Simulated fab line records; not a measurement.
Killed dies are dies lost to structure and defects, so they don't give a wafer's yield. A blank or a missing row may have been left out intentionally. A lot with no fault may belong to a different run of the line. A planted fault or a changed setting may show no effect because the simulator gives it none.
Which of the tools did it? | flow nandHarc | 33 wafers from 11 lots sampled at 5 of the route's 1159 steps

## WHAT THE GAUGES SHOWED, per wafer
NHARC_A_BONDPAD_CD_MEAS_09: the cd target is 500 nm. Usual: 499.9 nm for cdNm, sd 1.2.
lot  | measured     | on       | cdNm (nm)         | flag
L545 | day 17 19:14 | cdSem-03 | 499.0 498.8 499.4 | 
L546 | day 18 02:43 | cdSem-01 | 500.8 500.7 500.2 | 
L547 | day 18 03:35 | cdSem-03 | 499.0 499.7 499.8 | 
L548 | day 18 08:29 | cdSem-01 | 499.7 500.5 501.8 | 
L550 | day 19 05:59 | cdSem-02 | 499.6 498.8 499.2 | 
L553 | day 20 04:17 | cdSem-01 | 499.3 500.3 500.4 | 
L554 | day 20 04:41 | cdSem-02 | 500.1 499.4 500.0 | 
L556 | day 20 13:05 | cdSem-01 | 498.8 500.8 500.0 | 
L558 | day 20 22:51 | cdSem-02 | 500.2 499.5 502.1 | 
L566 | day 23 14:16 | cdSem-03 | 499.2 500.8 500.7 | 
L567 | day 23 16:02 | cdSem-03 | 499.8 499.7 499.4 | 

NHARC_END_SORT_01. Usual: defectLimitedYield 95.1 %, standard deviation 1.6; killedAtArray 29, standard deviation 11; killedAtOther 0.6, standard deviation 0.92; killedAtPeriphery 3.2, standard deviation 2; killedDies 33, standard deviation 11; killedOpen 3.2, standard deviation 2; killedShort 1.9, standard deviation 1.5; sort_bin_2_pct 1.6 %, standard deviation 0.67; sort_bin_3_pct 0.26 %, standard deviation 0.22; sort_bin_4_pct 3.1 %, standard deviation 1.1; sortNPass 644, standard deviation 11; sortRimYieldPct 96.3 %, standard deviation 2.5; sortYieldPct 95.1 %, standard deviation 1.6.
lot  | measured     | on        | defectLimitedYield (%) | killedAtArray | killedAtOther | killedAtPeriphery | killedDies  | killedOpen | killedShort | sort_bin_2_pct (%) | sort_bin_3_pct (%) | sort_bin_4_pct (%) | sortNPass   | sortRimYieldPct (%) | sortYieldPct (%) | flag
L545 | day 19 07:01 | prober-01 | 96.9 97.0 97.0         | 18 15 15      | 0 0 2         | 3 5 3             | 21 20 20    | 3 3 2      | 4 0 3       | 1.0 0.4 0.4        | 0.15 0.30 0.30     | 1.9 2.2 2.2        | 656 657 657 | 91.5 98.1 91.5      | 96.9 97.0 97.0   | 
L546 | day 19 06:15 | prober-02 | 95.1 96.9 96.2         | 30 19 24      | 2 1 1         | 1 1 1             | 33 21 26    | 4 4 3      | 2 0 4       | 1.2 1.0 0.9        | 0.30 0.30 0        | 3.4 1.8 3.0        | 644 656 651 | 97.2 95.3 98.1      | 95.1 96.9 96.2   | 
L547 | day 20 04:15 | prober-02 | 96.9 96.2 96.8         | 19 23 22      | 0 0 0         | 2 3 0             | 21 26 22    | 1 3 4      | 1 1 3       | 0.9 0.7 1.2        | 0 0 0.15           | 2.2 3.1 1.9        | 656 651 655 | 97.2 99.1 99.1      | 96.9 96.2 96.8   | 
L548 | day 19 19:38 | prober-02 | 95.1 95.7 96.3         | 27 23 17      | 1 2 1         | 5 4 7             | 33 29 25    | 4 1 6      | 1 2 2       | 1.9 1.5 0.7        | 0.30 0.30 0        | 2.7 2.5 3.0        | 644 648 652 | 99.1 98.1 92.5      | 95.1 95.7 96.3   | 
L550 | day 20 14:37 | prober-01 | 94.4 94.7 94.7         | 35 34 32      | 1 1 1         | 2 1 3             | 38 36 36    | 3 0 1      | 4 0 4       | 2.2 2.1 1.3        | 0 0.30 0.59        | 3.4 3.0 3.4        | 639 641 641 | 93.4 98.1 98.1      | 94.4 94.7 94.7   | 
L553 | day 21 14:29 | prober-01 | 92.3 90.5 93.2         | 46 58 43      | 1 2 0         | 5 4 3             | 52 64 46    | 4 10 5     | 4 3 1       | 2.8 2.8 2.2        | 0.44 0.30 0.44     | 4.4 6.4 4.1        | 625 613 631 | 94.3 98.1 99.1      | 92.3 90.5 93.2   | 
L554 | day 21 13:43 | prober-02 | 97.0 96.6 98.1         | 17 21 9       | 0 1 0         | 3 1 4             | 20 23 13    | 2 4 0      | 4 3 3       | 0.7 0.7 1.2        | 0.30 0.59 0        | 1.9 2.1 0.7        | 657 654 664 | 97.2 98.1 97.2      | 97.0 96.6 98.1   | 
L556 | day 21 20:42 | prober-01 | 95.1 95.1 93.8         | 28 27 36      | 2 0 0         | 3 6 6             | 33 33 42    | 3 5 5      | 0 3 1       | 1.2 1.9 1.2        | 0 0.30 0.30        | 3.7 2.7 4.7        | 644 644 635 | 98.1 94.3 97.2      | 95.1 95.1 93.8   | 
L558 | day 22 07:37 | prober-01 | 92.5 93.1 94.7         | 45 45 35      | 0 0 0         | 6 2 1             | 51 47 36    | 4 2 7      | 1 3 1       | 2.7 2.8 1.3        | 0.30 0.30 0.30     | 4.6 3.8 3.7        | 626 630 641 | 93.4 97.2 97.2      | 92.5 93.1 94.7   | 
L566 | day 24 20:20 | prober-01 | 0 0 0                  | 676 674 673   | 0 0 0         | 1 3 4             | 677 677 677 | 3 2 6      | 0 2 2       | 98.1 96.0 96.9     | 0.30 0.74 0.15     | 1.6 3.2 3.0        | 0 0 0       | 0 0 0               | 0 0 0            | OFF
L567 | day 25 03:21 | prober-01 | 0 0 0                  | 673 675 674   | 1 1 1         | 3 1 2             | 677 677 677 | 5 5 2      | 4 0 4       | 96.9 96.3 97.0     | 0.15 0 0.44        | 3.0 3.7 2.5        | 0 0 0       | 0 0 0               | 0 0 0            | OFF

## WHICH TOOL RAN EACH LOT (tool, then ch and the chambers of the sampled wafers, then the start)
lot  | NHARC_A_M1_ETCH_15                           | NHARC_A_M1_ANNEAL_31            | NHARC_A_BONDPAD_ETCH_12
L545 | rieDiel-01 ch 0,1, day 17 16:26 or earlier   | rtpAnneal-01 ch 0, day 17 16:26 | rieDiel-06 ch 1,2, day 17 19:38
L546 | rieDiel-03 ch 0,2, day 18 00:04 or earlier   | rtpAnneal-01 ch 0, day 18 00:04 | rieDiel-06 ch 0,1, day 18 03:07
L547 | rieDiel-01 ch 0,2, day 18 00:46 or earlier   | rtpAnneal-01 ch 0, day 18 00:46 | rieDiel-02 ch 0,1,3, day 18 03:59
L548 | rieDiel-03 ch 1,2,3, day 18 05:43 or earlier | rtpAnneal-02 ch 0, day 18 05:43 | rieDiel-06 ch 0,1,2, day 18 08:52
L550 | rieDiel-03 ch 0,2,3, day 19 03:04 or earlier | rtpAnneal-02 ch 0, day 19 03:04 | rieDiel-06 ch 1,2,3, day 19 06:22
L553 | rieDiel-03 ch 0,2,3, day 20 01:47 or earlier | rtpAnneal-01 ch 0, day 20 01:47 | rieDiel-06 ch 1,2, day 20 04:41
L554 | rieDiel-03 ch 1,2,3, day 20 02:05 or earlier | rtpAnneal-02 ch 0, day 20 02:05 | rieDiel-02 ch 1,2,3, day 20 05:15
L556 | rieDiel-01 ch 1,2, day 20 10:28 or earlier   | rtpAnneal-01 ch 0, day 20 10:28 | rieDiel-06 ch 1,2, day 20 13:29
L558 | rieDiel-01 ch 1,3, day 20 19:59 or earlier   | rtpAnneal-01 ch 0, day 20 19:59 | rieDiel-11 ch 0,1,3, day 20 23:14
L566 | rieDiel-07 ch 0,1,2, day 23 11:32 or earlier | rtpAnneal-02 ch 0, day 23 11:32 | rieDiel-02 ch 0,2,3, day 23 14:40
L567 | rieDiel-07 ch 0,1,2, day 23 13:23 or earlier | rtpAnneal-01 ch 0, day 23 13:23 | rieDiel-02 ch 0,1,3, day 23 16:32
- NHARC_A_M1_ETCH_15: etches the open film in C4F8/Ar, target depth 182.5 nm, time 91.2 s.
- NHARC_A_M1_ANNEAL_31: time 90 s.
- NHARC_A_BONDPAD_ETCH_12: etches the open film in CHF3/O2, target depth 220 nm, time 110 s.

## WHAT THE TOOLS THEMSELVES READ (means of the sampled wafers that have a number; where no wafer has one, the mark that the record gives instead)
NHARC_A_M1_ETCH_15. Usual: oesProductAu 0.956 a.u., standard deviation 0.022; rfFwdPowerW 596.1 W, standard deviation 2.1; rfVppV 440.6 V, standard deviation 1.6.
lot  | tool       | oesProductAu (a.u.) | rfFwdPowerW (W) | rfVppV (V) | flag
L545 | rieDiel-01 | 0.936               | 598.1           | 440.2      | 
L546 | rieDiel-03 | 0.969               | 597.0           | 441.7      | 
L547 | rieDiel-01 | 0.971               | 596.6           | 441.6      | 
L548 | rieDiel-03 | 0.977               | 595.9           | 441.2      | 
L550 | rieDiel-03 | 0.965               | 592.7           | 441.6      | 
L553 | rieDiel-03 | 0.961               | 593.7           | 441.3      | 
L554 | rieDiel-03 | 0.922               | 595.1           | 441.3      | 
L556 | rieDiel-01 | 0.976               | 597.3           | 442.0      | 
L558 | rieDiel-01 | 0.967               | 594.6           | 439.3      | 
L566 | rieDiel-07 | 0.932               | 596.3           | 440.0      | 
L567 | rieDiel-07 | 0.962               | 596.0           | 440.2      | 

NHARC_A_M1_ANNEAL_31. Usual: 226.1 for wafer_temp_C_max, sd 0.4.
lot  | tool         | wafer_temp_C_max | flag
L545 | rtpAnneal-01 | 225.7            | 
L546 | rtpAnneal-01 | 225.9            | 
L547 | rtpAnneal-01 | 226.0            | 
L548 | rtpAnneal-02 | 226.1            | 
L550 | rtpAnneal-02 | 226.0            | 
L553 | rtpAnneal-01 | 226.4            | 
L554 | rtpAnneal-02 | 226.5            | 
L556 | rtpAnneal-01 | 226.1            | 
L558 | rtpAnneal-01 | 225.9            | 
L566 | rtpAnneal-02 | 226.3            | 
L567 | rtpAnneal-01 | 225.9            | 

NHARC_A_BONDPAD_ETCH_12. Usual: chf3FlowSccm 49.99 sccm, standard deviation 0.15; drypumpMotorCurrentA 5.8 A, standard deviation 0.5; mfcArSccm 200.0 sccm, standard deviation 0.62; oesProductAu 0.938 a.u., standard deviation 0.022; rfFwdPowerW 497.2 W, standard deviation 1.7; rfVppV 372.0 V, standard deviation 2.2; showerheadPlenumPTorr 2.46 Torr, standard deviation 0.093; throttleValvePct 20.571 %, standard deviation 0.01.
lot  | tool       | chf3FlowSccm (sccm) | drypumpMotorCurrentA (A) | mfcArSccm (sccm) | oesProductAu (a.u.) | rfFwdPowerW (W) | rfVppV (V) | showerheadPlenumPTorr (Torr) | throttleValvePct (%) | flag
L545 | rieDiel-06 | 49.96               | 6.4                      | 199.9            | 0.948               | 497.7           | 371.6      | 2.49                         | 20.575               | 
L546 | rieDiel-06 | 50.07               | 6.1                      | 199.7            | 0.959               | 496.0           | 373.7      | 2.53                         | 20.577               | 
L547 | rieDiel-02 | 49.95               | 5.7                      | 200.5            | 0.922               | 497.8           | 371.4      | 2.49                         | 20.572               | 
L548 | rieDiel-06 | 50.01               | 6.1                      | 199.7            | 0.917               | 495.8           | 372.4      | 2.49                         | 20.579               | 
L550 | rieDiel-06 | 49.91               | 6.2                      | 199.8            | 0.964               | 496.5           | 372.9      | 2.49                         | 20.580               | 
L553 | rieDiel-06 | 49.96               | 6.4                      | 200.5            | 0.964               | 496.4           | 372.5      | 2.49                         | 20.564               | 
L554 | rieDiel-02 | 50.00               | 5.4                      | 199.6            | 0.922               | 497.1           | 369.9      | 2.39                         | 20.572               | 
L556 | rieDiel-06 | 50.03               | 6.2                      | 199.9            | 0.966               | 497.5           | 373.7      | 2.46                         | 20.569               | 
L558 | rieDiel-11 | 50.06               | 5.8                      | 200.0            | 0.925               | 498.5           | 372.3      | 2.46                         | 20.558               | 
L566 | rieDiel-02 | 50.05               | 5.9                      | 199.7            | 0.702               | 297.4           | 370.4      | 2.42                         | 20.572               | OFF
L567 | rieDiel-02 | 50.13               | 5.7                      | 200.3            | 0.702               | 297.9           | 372.7      | 2.48                         | 20.570               | OFF

## THE ANSWER, worked out from the rows above alone
Rule: a lot is off if the mean of its wafers that have a number lies more than 3 standard deviations from the usual mean. A lot without any number at a reading at which 4 lots or more have one is off too. Where the step has rows for the other lots, those lots are counted as sound. After the gauges, taken in route order, come the tools' own readings; for these a lot's mean is taken, as printed above. At the first step where some lot is off, the reading lying furthest off is the one used; lots without a number count as furthest.
Off at NHARC_END_SORT_01 (sort_bin_2_pct): L566, L567.
A tool fits if, at a process step before that reading, it ran every lot that is off, and no sound lot after the first of them. Not tried: the gauges at NHARC_END_SORT_01; whatever is off there is also off at NHARC_A_BONDPAD_ETCH_12, on other tools, and gauge error can't account for it. NHARC_A_M1_ETCH_15: start missing for some lots; hours and lot order therefore follow NHARC_A_M1_ANNEAL_31. This does not decide it: 2 tools fit, namely rieDiel-07 at NHARC_A_M1_ETCH_15 and rieDiel-02 at NHARC_A_BONDPAD_ETCH_12.

## WHAT THE SIMULATOR HAD PUT IN
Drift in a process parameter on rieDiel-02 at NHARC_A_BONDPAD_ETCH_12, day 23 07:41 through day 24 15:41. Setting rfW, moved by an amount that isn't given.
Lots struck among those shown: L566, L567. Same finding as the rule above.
